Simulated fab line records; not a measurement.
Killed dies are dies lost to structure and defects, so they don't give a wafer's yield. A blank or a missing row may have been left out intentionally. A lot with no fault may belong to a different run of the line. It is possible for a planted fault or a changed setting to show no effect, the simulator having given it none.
Matching of chambers | flow n5 finfet | 4 sister chambers for N5_BEOL_M10_ETCH_61 on rie diel-01
The step etches SiARC in CF4, target depth 39 nm, time 65 s. 16 wafers are shown with their chamber, then 8 later ones without.

## EACH WAFER AND ITS CHAMBER
wafer  | chamber | throttle valve pct (%) | oes product au (a.u.) | drypump motor current A (A)
L078.1 | 2       | 15.37                  | 0.72                  | 6.0
L078.3 | 3       | 15.44                  | 0.73                  | 5.7
L078.4 | 0       | 15.42                  | 0.72                  | 5.3
L079.2 | 1       | 15.75                  | 0.56                  | 5.9
L079.5 | 2       | 15.37                  | 0.72                  | 6.1
L079.6 | 3       | 15.45                  | 0.71                  | 5.7
L080.2 | 3       | 15.44                  | 0.73                  | 5.6
L080.3 | 2       | 15.40                  | 0.72                  | 6.1
L080.6 | 0       | 15.42                  | 0.70                  | 5.3
L083.2 | 3       | 15.45                  | 0.72                  | 5.7
L083.3 | 1       | 15.76                  | 0.57                  | 5.9
L083.6 | 0       | 15.40                  | 0.72                  | 5.3
L084.2 | 0       | 15.44                  | 0.70                  | 5.2
L084.3 | 3       | 15.48                  | 0.71                  | 5.7
L084.4 | 0       | 15.42                  | 0.71                  | 5.3
L085.1 | 3       | 15.48                  | 0.71                  | 5.7

SIGNATURES (averages over the wafers above)
reading                 | chamber 0 | chamber 1 | chamber 2 | chamber 3 | scatter within a chamber
throttle valve pct      | 15.4200   | 15.7550   | 15.3800   | 15.4567   | 0.0163
oes product au          | 0.7100    | 0.5650    | 0.7200    | 0.7183    | 0.00882
drypump motor current A | 5.280     | 5.900     | 6.067     | 5.683     | 0.0438
Rule: for a wafer and a chamber, the distance is found by dividing, reading by reading, the gap between the wafer's reading and the chamber's mean by the reading's scatter, squaring, summing and taking the root. If the next closest chamber is less than 2 further off than the closest, the wafer can't be placed; otherwise it belongs to the closest. How the scatter is found: for the shown wafers, subtract from each reading the mean of its chamber, square and add these, divide the total by (wafers less chambers), then take the root.

## WAFERS WHOSE CHAMBER IS MISSING
wafer  | throttle valve pct (%) | oes product au (a.u.) | drypump motor current A (A)
L085.2 | 15.40                  | 0.70                  | 6.0
L085.3 | 15.27                  | 0.84                  | 5.9
L091.1 | 15.28                  | 0.79                  | 5.9
L091.3 | 15.44                  | 0.70                  | 5.3
L091.6 | 15.29                  | 0.79                  | 5.9
L094.1 | 15.48                  | 0.69                  | 5.2
L094.2 | 15.51                  | 0.69                  | 5.6
L094.3 | 15.29                  | 0.78                  | 5.9

## EACH ONE'S CHAMBER
wafer  | from the rows above | in truth
L085.2 | 2                   | 2
L085.3 | 2                   | 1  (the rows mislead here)
L091.1 | 2                   | 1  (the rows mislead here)
L091.3 | 0                   | 0
L091.6 | 2                   | 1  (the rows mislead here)
L094.1 | 0                   | 0
L094.2 | 3                   | 3
L094.3 | 2                   | 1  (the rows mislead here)
4 of 8 placed correctly. From these rows, 0 cannot be placed. Number placed wrongly: 4.
